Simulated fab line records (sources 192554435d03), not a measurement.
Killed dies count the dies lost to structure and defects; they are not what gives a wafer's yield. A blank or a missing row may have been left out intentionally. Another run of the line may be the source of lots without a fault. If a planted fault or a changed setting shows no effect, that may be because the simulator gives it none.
One fault seen from 2 desks || flow n5-finfet || numbers are kept per desk, each desk with only its own; the story behind them comes last

TOOL OWNER'S DESK, litho-track-02
The tool's own readings at N5_FIN_SAQP_COAT_68 (time 60 s, resist thk 100 nm): means of the sampled wafers that have a number, for each lot that ran on this tool. A lot is out of limits, marked OUT, if its mean lies more than 4 standard deviations from the usual mean; the brackets give that distance.
Columns: A = heater-power-total-W at N5_FIN_SAQP_COAT_68, usual 500.7 W; B = plate-temp-C at N5_FIN_SAQP_COAT_68, usual 249.98 C; C = resist-line-temp-C at N5_FIN_SAQP_COAT_68, usual 22.97 C; D = spin-speed-rpm at N5_FIN_SAQP_COAT_68, usual 1499.9 rpm
{"lot": "L448", "first seen here": "day 2 07:35", "A": 501.0, "B": 250.08, "C": 23.09, "D": 1500.4}
{"lot": "L449", "first seen here": "day 2 12:33", "A": 502.0, "B": 250.03, "C": 22.91, "D": 1499.7}
{"lot": "L457", "first seen here": "day 4 13:10", "A": "474.1 (-15) OUT", "B": "239.52 (-62) OUT", "C": 23.08, "D": 1499.7}
{"lot": "L458", "first seen here": "day 4 19:37", "A": "474.4 (-15) OUT", "B": "239.56 (-61) OUT", "C": 22.97, "D": 1500.8}
{"lot": "L459", "first seen here": "day 5 05:44", "A": "475.3 (-14) OUT", "B": "239.39 (-62) OUT", "C": 22.94, "D": 1499.5}
This desk finds L457, L458, L459 out of limits, L457 being first, at day 4 13:10 (heater-power-total-W at N5_FIN_SAQP_COAT_68). L448, L449 stayed within limits.

AT THE METROLOGY DESK
What the gauges read, lot by lot, whatever tool the lot ran on: means of the sampled wafers that have a number. A lot is out of limits, marked OUT, if its mean lies more than 4 standard deviations from the usual mean; the brackets give that distance. Shown here are 7 of its 10 readings, the ones lying furthest out on some lot.
Columns: A = DIBL_N at N5_BEOL_M4_RC_MEAS_101, usual 36.2 mV/V; B = DIBL_P at N5_BEOL_M4_RC_MEAS_101, usual 36.2 mV/V; C = IOFF_N at N5_BEOL_M4_RC_MEAS_101, usual 0.16 nA/um; D = ION_N at N5_BEOL_M4_RC_MEAS_101, usual 673 uA/um; E = ION_P at N5_BEOL_M4_RC_MEAS_101, usual 462 uA/um; F = SS_N at N5_BEOL_M4_RC_MEAS_101, usual 71.4 mV/dec; G = VT_P at N5_BEOL_M4_RC_MEAS_101, usual -251 mV
{"lot": "L448", "first seen here": "day 7 23:13", "A": 37.1, "B": 38.2, "C": 0.17, "D": 672, "E": 457, "F": 71.6, "G": -250}
{"lot": "L449", "first seen here": "day 8 05:29", "A": 35.0, "B": 36.6, "C": 0.16, "D": 674, "E": 472, "F": 71.2, "G": -249}
{"lot": "L453", "first seen here": "day 9 04:19", "A": 36.1, "B": 38.0, "C": 0.17, "D": 675, "E": 456, "F": 71.5, "G": -251}
{"lot": "L457", "first seen here": "day 10 21:37", "A": 37.5, "B": 36.9, "C": 0.17, "D": 671, "E": 459, "F": 71.6, "G": -251}
{"lot": "L458", "first seen here": "day 11 00:17", "A": 34.4, "B": 33.5, "C": 0.12, "D": 661, "E": 455, "F": 70.6, "G": -252}
{"lot": "L459", "first seen here": "day 11 04:16", "A": 36.9, "B": 36.7, "C": 0.15, "D": 675, "E": 460, "F": 71.1, "G": -253}
{"lot": "L460", "first seen here": "day 11 07:58", "A": 36.4, "B": 34.9, "C": 0.14, "D": 678, "E": 461, "F": 71.4, "G": -254}
{"lot": "L467", "first seen here": "day 12 20:08", "A": 35.4, "B": 36.0, "C": 0.14, "D": 671, "E": 458, "F": 70.9, "G": -252}
{"lot": "L466", "first seen here": "day 12 23:57", "A": 36.3, "B": 34.8, "C": 0.15, "D": 671, "E": 461, "F": 71.2, "G": -252}
Finding of this desk: none of the 9 lots has anything out of limits.

ALL TOGETHER
At day 4 13:10, on L457, L458, L459, the tool owner's desk was in a position to raise an alarm.
From the metrology desk's view, nothing was out of limits.
The metrology desk has L457, L458, L459 on record, within its limits.
Every lot named ran N5_FIN_SAQP_COAT_68 on litho-track-02.

WHAT THE SIMULATOR HAD PUT IN
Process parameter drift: litho-track-02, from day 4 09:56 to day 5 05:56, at N5_FIN_SAQP_COAT_68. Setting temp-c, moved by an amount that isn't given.
Shown lots that were struck: L457, L458, L459.
How many hours passed from the start of the fault until each desk's first out-of-limits reading: the tool owner's desk, 3.
